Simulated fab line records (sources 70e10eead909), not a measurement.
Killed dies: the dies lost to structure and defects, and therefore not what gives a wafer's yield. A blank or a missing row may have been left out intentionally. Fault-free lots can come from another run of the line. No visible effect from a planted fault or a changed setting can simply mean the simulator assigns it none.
fab line records + flow nandHarc
[record]
- lots = 5
- wafers = 15
- lastDay = 34
route steps=1302 shown A_M0@1139 END@1302
lots untouched by any fault: they come from a run of this same line in which no faults occurred
startH: start of the lot's first displayed wafer, in hours after the record's first day + waitH: hours since the lot's step before + " repeats the value in the row above + L1.1+2: one row covering several wafers at once + - no value present, or no start provided + * or withheld: withheld + < > ~ a bound
route shown NAME@n: NAME is a module with steps in the file, n the number in the route of the first one + usual: mean and standard deviation over wafers with no fault + same: alike in all rows + chamber/n: place in a boat + sites: readings site by site + _std_site: their standard deviation + _edge_site: mean of outer sites minus mean of inner sites + radiusMm: how far each site lies from the wafer's centre + mask NAME#n: copy n + behind: the last tool/chamber to shape the wafer + hold: what put the lot on hold/how long, in hours/how the hold closed + device: transistor that didn't switch, given as n, p or np + end of line: tests of these same wafers at the route's end + a step with no rows: only its recipe + killed: the dies lost at the first sort to structure and to defects; this is not the yield of the wafer + map: dies across one wafer; x = killed, . = not, _ = none there
set.NAME: the setting that was run; set.NAME@STEP: the one run at that earlier step + model.NAME: the simulator's own value behind a step, which no gauge read
lots seen at some steps along the route; tables by step, rows by wafer
services: the hour from which a tool's chamber was out of use, counted from the record's first day as startH (under 0 if before that day), plus the number of hours and why
[[steps]]
[step NHARC_A_M0_HMDS_02]
[recipe]
- timeS = 30
[step NHARC_A_M0_COAT_33]
[recipe]
- tempC = 200
- timeS = 65
[step NHARC_A_M0_COAT_03]
[recipe]
- spinRpm = 1500
- resistThkNm = 90
[step NHARC_A_M0_SOFTBAKE_04]
[recipe]
- tempC = 105
- timeS = 55
[step NHARC_A_M0_EBR_05]
[step NHARC_A_M0_EXPOSE_06]
[recipe]
- na = 1.35
- targetCdNm = 80
- doseMj = 83.25
- maskId = A_M0
[step NHARC_A_M0_PEB_07]
[recipe]
- pebTempC = 100
- pebTimeS = 65
[step NHARC_A_M0_DEVELOP_08]
[recipe]
- developTimeS = 35
- devTempC = 23
[step NHARC_A_M0_CD_MEAS_09]
[recipe]
- targetCdNm = 80
- landingEnergyEv = 500
[usual]
- cdNm = 79.9/0.77
| lot.wafer | tool     | chamber | startH | waitH | cdNm |
|-----------|----------|---------|--------|-------|------|
| L484.1    | cdSem-01 | 0       | 558.74 | -     | 79.7 |
| L484.3    | "        | 0       | "      | "     | 79.0 |
| L484.4    | "        | 0       | "      | "     | 78.4 |
| L492.3    | cdSem-03 | 0       | 649.37 | -     | 80.3 |
| L492.4    | "        | 0       | "      | "     | 80.1 |
| L492.6    | "        | 0       | "      | "     | 79.8 |
| L500.2    | cdSem-03 | 0       | 715.35 | -     | 79.0 |
| L500.3    | "        | 0       | "      | "     | 79.1 |
| L500.6    | "        | 0       | "      | "     | 78.5 |
| L499.2    | cdSem-02 | 0       | 717.28 | -     | 79.6 |
| L499.5    | "        | 0       | "      | "     | 80.8 |
| L499.6    | "        | 0       | "      | "     | 80.6 |
| L503.1    | cdSem-01 | 0       | 771.48 | -     | 80.5 |
| L503.2    | "        | 0       | "      | "     | 80.0 |
| L503.4    | "        | 0       | "      | "     | 81.4 |
[step NHARC_A_M0_OVL_MEAS_10]
[recipe]
- pitchNm = 160
[usual]
- overlayXNm = -0.1/0.74
- overlayYNm = -0.3/0.82
| lot.wafer | tool       | chamber | startH | waitH | overlayXNm | overlayYNm |
|-----------|------------|---------|--------|-------|------------|------------|
| L484.1    | overlay-02 | -       | 558.82 | -     | 0.7        | 1.6        |
| L484.3    | "          | -       | "      | "     | 0.4        | 0.8        |
| L484.4    | "          | -       | "      | "     | 0.7        | 1.0        |
| L492.3    | overlay-01 | -       | 649.46 | -     | 0.0        | 0.8        |
| L492.4    | "          | -       | "      | "     | 0.2        | 0.1        |
| L492.6    | "          | -       | "      | "     | 0.1        | 0.8        |
| L500.2    | overlay-01 | -       | 715.44 | -     | 0.3        | -1.5       |
| L500.3    | "          | -       | "      | "     | -0.1       | -1.9       |
| L500.6    | "          | -       | "      | "     | 0.0        | -1.7       |
| L499.2    | overlay-02 | -       | 717.37 | -     | 0.0        | 0.6        |
| L499.5    | "          | -       | "      | "     | 0.0        | 0.6        |
| L499.6    | "          | -       | "      | "     | 0.5        | 0.9        |
| L503.1    | overlay-02 | -       | 771.57 | -     | -0.5       | -0.8       |
| L503.2    | "          | -       | "      | "     | 0.5        | -0.1       |
| L503.4    | "          | -       | "      | "     | -0.2       | -1.1       |
[step NHARC_A_M0_INSPECT_11]
[usual]
- rawDefectCount = 91/39
| lot.wafer | tool             | chamber | startH | waitH | rawDefectCount |
|-----------|------------------|---------|--------|-------|----------------|
| L484.1    | defectInspect-01 | -       | 558.86 | 0.0   | 60             |
| L484.3    | "                | -       | "      | "     | 64             |
| L484.4    | "                | -       | "      | "     | 47             |
| L492.3    | defectInspect-01 | -       | 649.50 | 0.0   | 31             |
| L492.4    | "                | -       | "      | "     | 37             |
| L492.6    | "                | -       | "      | "     | 21             |
| L500.2    | defectInspect-02 | -       | 715.48 | 0.0   | 93             |
| L500.3    | "                | -       | "      | "     | 70             |
| L500.6    | "                | -       | "      | "     | 96             |
| L499.2    | defectInspect-01 | -       | 717.40 | 0.0   | 102            |
| L499.5    | "                | -       | "      | "     | 136            |
| L499.6    | "                | -       | "      | "     | 111            |
| L503.1    | defectInspect-02 | -       | 771.60 | 0.0   | 137            |
| L503.2    | "                | -       | "      | "     | 174            |
| L503.4    | "                | -       | "      | "     | 145            |
[step NHARC_A_M0_DESCUM_14]
[recipe]
- timeS = 3
- o2FlowSccm = 200
- arFlowSccm = 0
- biasPowerW = 0
- chemistry = O2
[usual]
- drypumpMotorCurrentA = 6.0/0.56
- oesProductAu = 0.998/0.011
- rfVppV = 57.8/0.88
- showerheadPlenumPTorr = 1.93/0.061
- throttleValvePct = 11.311/0.0092
| lot.wafer | tool       | chamber | startH | waitH | drypumpMotorCurrentA | oesProductAu | rfHoursCounterH | rfVppV | showerheadPlenumPTorr | throttleValvePct |
|-----------|------------|---------|--------|-------|----------------------|--------------|-----------------|--------|-----------------------|------------------|
| L484.4    | rieDiel-13 | 1       | 558.93 | 0.1   | 4.9                  | 0.998        | 1.2             | 58.8   | 1.98                  | 11.304           |
| L484.3    | "          | 2       | "      | "     | 6.5                  | 1.005        | 1.2             | 58.3   | 1.92                  | 11.327           |
| L484.1    | "          | 3       | "      | "     | 6.1                  | 1.013        | 1.4             | 58.5   | 1.94                  | 11.318           |
| L492.4    | rieDiel-13 | 3       | 649.57 | 0.1   | 6.1                  | 1.007        | 5.2             | 56.5   | 1.94                  | 11.313           |
| L492.3    | "          | 0       | "      | "     | 6.3                  | 1.012        | 4.8             | 57.0   | 1.90                  | 11.280           |
| L492.6    | "          | 1       | "      | "     | 4.8                  | 1.010        | -               | 58.6   | 1.98                  | 11.316           |
| L500.3    | rieDiel-08 | 2       | 715.54 | 0.1   | 5.8                  | 0.990        | 6.6             | 58.7   | 2.03                  | 11.305           |
| L500.2    | "          | 1       | "      | "     | 5.4                  | 0.985        | 9.0             | 59.5   | 1.90                  | 11.313           |
| L500.6    | "          | 3       | "      | "     | 6.6                  | 1.003        | -               | 58.6   | 1.86                  | 11.305           |
| L499.2    | rieDiel-13 | 2       | 717.46 | 0.1   | 6.5                  | 0.999        | 0.7             | 58.7   | 1.92                  | 11.311           |
| L499.5    | "          | 2       | "      | "     | 6.5                  | 0.990        | -               | 57.5   | 1.92                  | 11.316           |
| L499.6    | "          | 3       | "      | "     | 6.1                  | 1.019        | -               | 56.8   | 1.94                  | 11.302           |
| L503.4    | rieDiel-13 | 3       | 771.67 | 0.1   | 6.1                  | 1.005        | 3.7             | 58.0   | 1.94                  | 11.310           |
| L503.1    | "          | 0       | "      | "     | 6.3                  | 0.981        | 3.1             | 57.3   | 1.89                  | 11.316           |
| L503.2    | "          | 1       | "      | "     | 4.8                  | 0.997        | 2.9             | 59.2   | 1.98                  | 11.318           |
[step NHARC_A_M0_ETCH_34]
[recipe]
- targetDepthA = 400
- overetchA = 120
- timeS = 43.94
- ionEnergyEv = 200
- n2FlowSccm = 150
- h2FlowSccm = 150
- arFlowSccm = 0
- rfW = 400
- biasW = 150
- chemistry = N2/H2
[usual]
- drypumpMotorCurrentA = 6.0/0.54
- oesProductAu = 0.999/0.011
- rfVppV = 430.8/2.2
- showerheadPlenumPTorr = 2.05/0.069
- throttleValvePct = 14.173/0.0091
| lot.wafer | tool       | chamber | startH | waitH | drypumpMotorCurrentA | oesProductAu | rfHoursCounterH | rfVppV | showerheadPlenumPTorr | throttleValvePct |
|-----------|------------|---------|--------|-------|----------------------|--------------|-----------------|--------|-----------------------|------------------|
| L484.1    | rieDiel-13 | 2       | 559.01 | 0.1   | 6.5                  | 1.003        | 1.2             | 430.3  | 2.05                  | 14.161           |
| L484.3    | "          | 3       | "      | "     | 6.1                  | 0.993        | 1.4             | 432.7  | 2.07                  | 14.195           |
| L484.4    | "          | 0       | "      | "     | 6.3                  | 0.864        | 1.4             | 430.0  | 2.02                  | 14.164           |
| L492.3    | rieDiel-13 | 3       | 649.65 | 0.1   | 6.1                  | 1.007        | 5.2             | 432.7  | 2.07                  | 14.165           |
| L492.4    | "          | 0       | "      | "     | 6.3                  | 1.012        | 4.8             | 429.4  | 2.02                  | 14.174           |
| L492.6    | "          | 2       | "      | "     | 6.5                  | 1.008        | -               | 429.1  | 2.04                  | 14.180           |
| L500.2    | rieDiel-08 | 0       | 715.62 | 0.1   | 6.3                  | 1.010        | 8.8             | 428.5  | 1.98                  | 14.171           |
| L500.3    | "          | 2       | "      | "     | 5.8                  | 0.993        | 6.6             | 433.7  | 2.17                  | 14.168           |
| L500.6    | "          | 0       | "      | "     | 6.3                  | 1.003        | -               | 428.8  | 1.98                  | 14.182           |
| L499.2    | rieDiel-13 | 1       | 717.55 | 0.1   | 4.9                  | 1.010        | 0.5             | 432.2  | 2.12                  | 14.175           |
| L499.5    | "          | 0       | "      | "     | 6.3                  | 0.995        | -               | 429.5  | 2.02                  | 14.167           |
| L499.6    | "          | 1       | "      | "     | 4.8                  | 1.005        | -               | 433.6  | 2.12                  | 14.172           |
| L503.2    | rieDiel-13 | 3       | 771.76 | 0.1   | 6.1                  | 1.003        | 3.8             | 431.0  | 2.07                  | 14.186           |
| L503.1    | "          | 0       | "      | "     | 6.3                  | 0.992        | 3.1             | 430.1  | 2.02                  | 14.166           |
| L503.4    | "          | 1       | "      | "     | 4.8                  | 1.004        | 2.9             | 432.8  | 2.11                  | 14.158           |
[step NHARC_A_M0_ETCH_15]
[recipe]
- targetDepthA = 1500
- overetchA = 150
- timeS = 82.5
- c4f8FlowSccm = withheld
- arFlowSccm = 400
- rfW = 600
- biasW = 300
- chemistry = C4F8/Ar
[usual]
- oesProductAu = 0.954/0.023
- rfVppV = 441.3/2.1
| lot.wafer | tool       | chamber | startH | waitH | oesProductAu | rfHoursCounterH | rfVppV |
|-----------|------------|---------|--------|-------|--------------|-----------------|--------|
| L484.4    | rieDiel-13 | 0       | -      | -     | 0.961        | 1.4             | 439.8  |
| L484.1    | "          | 1       | "      | "     | 0.945        | 1.2             | 442.2  |
| L484.3    | "          | 3       | "      | "     | 0.976        | 1.4             | 442.4  |
| L492.4    | rieDiel-13 | 3       | -      | -     | 0.979        | 5.2             | 441.3  |
| L492.3    | "          | 2       | "      | "     | 0.973        | 5.1             | 438.7  |
| L492.6    | "          | 0       | "      | "     | 0.987        | -               | 439.3  |
| L500.3    | rieDiel-08 | 2       | -      | -     | 0.919        | 6.6             | 445.0  |
| L500.2    | "          | 3       | "      | "     | 0.924        | 7.2             | 439.1  |
| L500.6    | "          | 3       | "      | "     | 0.935        | -               | 438.5  |
| L499.2    | rieDiel-13 | 0       | -      | -     | 0.969        | 0.6             | 440.7  |
| L499.6    | "          | 3       | "      | "     | 0.973        | -               | 441.4  |
| L499.5    | "          | 0       | "      | "     | 0.964        | -               | 440.7  |
| L503.4    | rieDiel-13 | 1       | -      | -     | 0.986        | 2.9             | 442.7  |
| L503.1    | "          | 2       | "      | "     | 0.949        | 3.6             | 441.0  |
| L503.2    | "          | 3       | "      | "     | 0.967        | 3.8             | 441.8  |
[step NHARC_END_SORT_01]
[recipe]
- tempC = 25
[usual]
- defectLimitedYield = 90/3.1
- killedAtArray = 61/20
- killedAtOther = 0.9/1.1
- killedAtPeriphery = 3.7/2.5
- killedDies = 65/21
- killedOpen = 3.3/1.8
- killedShort = 2.3/1.5
[same]
- grossDies = 677
| lot.wafer | tool      | chamber | startH | waitH | defectLimitedYield[%] | killedAtArray | killedAtOther | killedAtPeriphery | killedDies | killedOpen | killedShort |
|-----------|-----------|---------|--------|-------|-----------------------|---------------|---------------|-------------------|------------|------------|-------------|
| L484.1    | prober-01 | 0       | 599.24 | 2.5   | 93                    | 43            | 0             | 4                 | 47         | 0          | 5           |
| L484.3    | prober-01 | 0       | 600.83 | 3.1   | 91                    | 52            | 2             | 5                 | 59         | 1          | 5           |
| L484.4    | prober-01 | 0       | 601.63 | 3.4   | 94                    | 35            | 0             | 6                 | 41         | 4          | 1           |
| L492.3    | prober-01 | 0       | 691.61 | 3.1   | 94                    | 36            | 0             | 7                 | 43         | 6          | 3           |
| L492.4    | prober-01 | 0       | 692.41 | 3.4   | 92                    | 41            | 3             | 7                 | 51         | 7          | 4           |
| L492.6    | prober-01 | 0       | 694.02 | 4.0   | 95                    | 25            | 1             | 9                 | 35         | 1          | 2           |
| L500.2    | prober-01 | 0       | 762.30 | 2.8   | 92                    | 51            | 1             | 2                 | 54         | 4          | 1           |
| L500.3    | prober-01 | 0       | 763.10 | 3.1   | 92                    | 49            | 1             | 2                 | 52         | 7          | 0           |
| L500.6    | prober-01 | 0       | 765.51 | 4.0   | 91                    | 62            | 0             | 1                 | 63         | 3          | 3           |
| L499.2    | prober-01 | 0       | 770.14 | 2.8   | 89                    | 73            | 1             | 3                 | 77         | 2          | 3           |
| L499.5    | prober-01 | 0       | 772.55 | 3.7   | 88                    | 80            | 1             | 2                 | 83         | 1          | 2           |
| L499.6    | prober-01 | 0       | 773.36 | 4.0   | 88                    | 76            | 1             | 2                 | 79         | 3          | 2           |
| L503.1    | prober-02 | 0       | 810.37 | 2.5   | 88                    | 74            | 1             | 4                 | 79         | 6          | 0           |
| L503.2    | prober-02 | 0       | 811.18 | 2.8   | 88                    | 77            | 0             | 6                 | 83         | 7          | 2           |
| L503.4    | prober-02 | 0       | 812.80 | 3.4   | 87                    | 81            | 2             | 2                 | 85         | 3          | 1           |
// killed by level:class
L484.1 A_SLIT:chamberFilmFlake=21 A_CONTACT:chamberFilmFlake=6 A_CHANNEL_HOLE_D1:chamberFilmFlake=5 A_CHANNEL_HOLE_D2:chamberFilmFlake=5 P_GATE:chamberFilmFlake=2 P_M0:geometricParticle:short=1 A_ONON_D1:geometricParticle:short=1 A_ONON_D2:geometricParticle:short=1
L484.3 A_SLIT:chamberFilmFlake=27 A_CHANNEL_HOLE_D2:chamberFilmFlake=11 A_CONTACT:chamberFilmFlake=4 A_CHANNEL_HOLE_D1:chamberFilmFlake=3 A_STAIRCASE:chamberFilmFlake=3 P_GATE:geometricParticle:short=1 A_ONON_D2:geometricParticle:open=1 A_ONON_D2:geometricParticle:short=1
L484.4 A_SLIT:chamberFilmFlake=17 A_CHANNEL_HOLE_D2:chamberFilmFlake=4 A_CONTACT:chamberFilmFlake=3 A_CHANNEL_FILL_D1:chamberFilmFlake=2 P_STI:chamberFilmFlake=2 P_GATE:chamberFilmFlake=2 A_CHANNEL_HOLE_D1:chamberFilmFlake=2 A_DECK1_JOINT:chamberFilmFlake=2
L492.3 A_CHANNEL_HOLE_D1:chamberFilmFlake=12 A_SLIT:chamberFilmFlake=5 P_GATE:chamberFilmFlake=4 A_CHANNEL_FILL_D1:chamberFilmFlake=4 A_STAIRCASE:chamberFilmFlake=4 A_WL_FILL:geometricParticle:short=3 P_CONTACT:geometricParticle:open=1 P_M1:geometricParticle:open=1
L492.4 A_CHANNEL_HOLE_D1:chamberFilmFlake=12 A_STAIRCASE:chamberFilmFlake=9 A_SLIT:chamberFilmFlake=4 P_GATE:chamberFilmFlake=3 A_CHANNEL_FILL_D2:geometricParticle:short=2 A_M1:geometricParticle:open=2 P_M1:chamberFilmFlake=2 A_CHANNEL_FILL_D1:chamberFilmFlake=2
L492.6 P_M1:chamberFilmFlake=7 A_CHANNEL_HOLE_D1:chamberFilmFlake=7 A_STAIRCASE:chamberFilmFlake=3 A_SLIT:chamberFilmFlake=3 A_WL_FILL:chamberFilmFlake=3 A_CONTACT:chamberFilmFlake=3 A_CHANNEL_FILL_D1:geometricParticle:short=1 A_DECK1_JOINT:geometricParticle:short=1
L500.2 A_SLIT:chamberFilmFlake=25 A_CHANNEL_HOLE_D1:chamberFilmFlake=9 A_CONTACT:chamberFilmFlake=5 A_WL_FILL:chamberFilmFlake=3 A_STAIRCASE:chamberFilmFlake=2 P_M0:geometricParticle:short=1 A_SOURCE_PLATE:geometricParticle:open=1 A_CHANNEL_HOLE_D2:geometricParticle:open=1
L500.3 A_SLIT:chamberFilmFlake=22 A_CHANNEL_HOLE_D1:chamberFilmFlake=10 A_M1:chamberFilmFlake=5 A_CONTACT:chamberFilmFlake=4 P_GATE:geometricParticle:open=1 P_M0:geometricParticle:open=1 A_CHANNEL_FILL_D1:geometricParticle:open=1 A_DECK1_JOINT:geometricParticle:open=1
L500.6 A_SLIT:chamberFilmFlake=29 A_CHANNEL_HOLE_D1:chamberFilmFlake=18 A_CONTACT:chamberFilmFlake=4 A_CHANNEL_FILL_D1:geometricParticle:short=2 A_STAIRCASE:chamberFilmFlake=2 A_M1:chamberFilmFlake=2 A_CHANNEL_FILL_D1:geometricParticle:open=1 A_DECK1_JOINT:geometricParticle:short=1
L499.2 A_CHANNEL_HOLE_D1:chamberFilmFlake=36 A_SLIT:chamberFilmFlake=22 A_CONTACT:chamberFilmFlake=6 A_STAIRCASE:chamberFilmFlake=2 A_M1:chamberFilmFlake=2 P_STI:geometricParticle:open=1 A_CHANNEL_HOLE_D1:geometricParticle:open=1 A_CHANNEL_FILL_D1:geometricParticle:short=1
L499.5 A_CHANNEL_HOLE_D1:chamberFilmFlake=36 A_SLIT:chamberFilmFlake=26 A_CONTACT:chamberFilmFlake=6 A_WL_FILL:geometricParticle:short=2 A_DECK1_JOINT:chamberFilmFlake=2 A_STAIRCASE:chamberFilmFlake=2 A_M1:chamberFilmFlake=2 A_WL_FILL:geometricParticle:open=1
L499.6 A_CHANNEL_HOLE_D1:chamberFilmFlake=36 A_SLIT:chamberFilmFlake=27 A_STAIRCASE:chamberFilmFlake=3 A_CONTACT:chamberFilmFlake=3 P_CONTACT:geometricParticle:open=2 A_DECK1_JOINT:chamberFilmFlake=2 A_CHANNEL_FILL_D1:geometricParticle:short=1 A_DECK1_JOINT:geometricParticle:open=1
L503.1 A_CHANNEL_HOLE_D2:chamberFilmFlake=27 A_SLIT:chamberFilmFlake=19 A_CHANNEL_HOLE_D1:chamberFilmFlake=14 A_SGD_CUT:chamberFilmFlake=5 A_CONTACT:chamberFilmFlake=3 A_DECK1_JOINT:geometricParticle:open=2 P_CONTACT:geometricParticle:open=1 P_M0:geometricParticle:open=1
L503.2 A_CHANNEL_HOLE_D1:chamberFilmFlake=24 A_CHANNEL_HOLE_D2:chamberFilmFlake=23 A_SLIT:chamberFilmFlake=15 A_STAIRCASE:chamberFilmFlake=3 A_BONDPAD:chamberFilmFlake=3 P_CONTACT:geometricParticle:open=2 P_M0:geometricParticle:open=2 A_SGD_CUT:chamberFilmFlake=2
L503.4 A_SLIT:chamberFilmFlake=33 A_CHANNEL_HOLE_D2:chamberFilmFlake=25 A_CHANNEL_HOLE_D1:chamberFilmFlake=9 A_STAIRCASE:chamberFilmFlake=3 A_CHANNEL_FILL_D1:chamberFilmFlake=2 A_CONTACT:chamberFilmFlake=2 A_BONDPAD:chamberFilmFlake=2 P_M0:geometricParticle:open=1
[[services]]
| tool       | chamber | startH | hours | kind   |
|------------|---------|--------|-------|--------|
| rieDiel-08 | -       | 544.94 | 9.0   | pm     |
| rieDiel-13 | 0       | 552.50 | -     | clean  |
| rieDiel-13 | 1       | 552.50 | -     | clean  |
| rieDiel-13 | 2       | 552.50 | -     | clean  |
| rieDiel-13 | 3       | 552.50 | -     | clean  |
| rieDiel-13 | 0       | 577.00 | -     | clean  |
| rieDiel-13 | 1       | 577.00 | -     | clean  |
| rieDiel-13 | 2       | 577.00 | -     | clean  |
| rieDiel-13 | 3       | 577.00 | -     | clean  |
| rieDiel-13 | 0       | 580.81 | 4.5   | repair |
| rieDiel-08 | 2       | 591.11 | 4.6   | repair |
| rieDiel-13 | 0       | 601.54 | -     | clean  |
| rieDiel-13 | 1       | 601.54 | -     | clean  |
| rieDiel-13 | 2       | 601.54 | -     | clean  |
| rieDiel-13 | 3       | 601.54 | -     | clean  |
| rieDiel-13 | -       | 605.22 | 0.2   | repair |
| rieDiel-13 | 1       | 619.92 | 8.9   | repair |
| rieDiel-13 | 0       | 626.04 | -     | clean  |
| rieDiel-13 | 2       | 626.04 | -     | clean  |
| rieDiel-13 | 1       | 662.65 | 11.8  | repair |
| rieDiel-13 | 3       | 672.05 | 7.4   | repair |
| rieDiel-08 | 3       | 672.20 | 3.0   | repair |
| rieDiel-13 | -       | 696.00 | 9.0   | pm     |
| rieDiel-08 | -       | 721.98 | 9.0   | pm     |
[[key]]
[firstSign]
- step = NHARC_A_M0_ETCH_34
- reading = oesProductAu
- direction = down
- sigmas = 12
- usual = 0.999
- struck = 0.864
effect none on later readings
metAt NHARC_A_M0_ETCH_34
struckWafers L484.4
[fault]
- kind = processParameterDrift
- tool = rieDiel-13
- chamber = 0
- onsetH = 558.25
- steps = NHARC_A_M0_ETCH_34
- channel = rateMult
- offset = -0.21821
- shape = step
- endH = 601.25
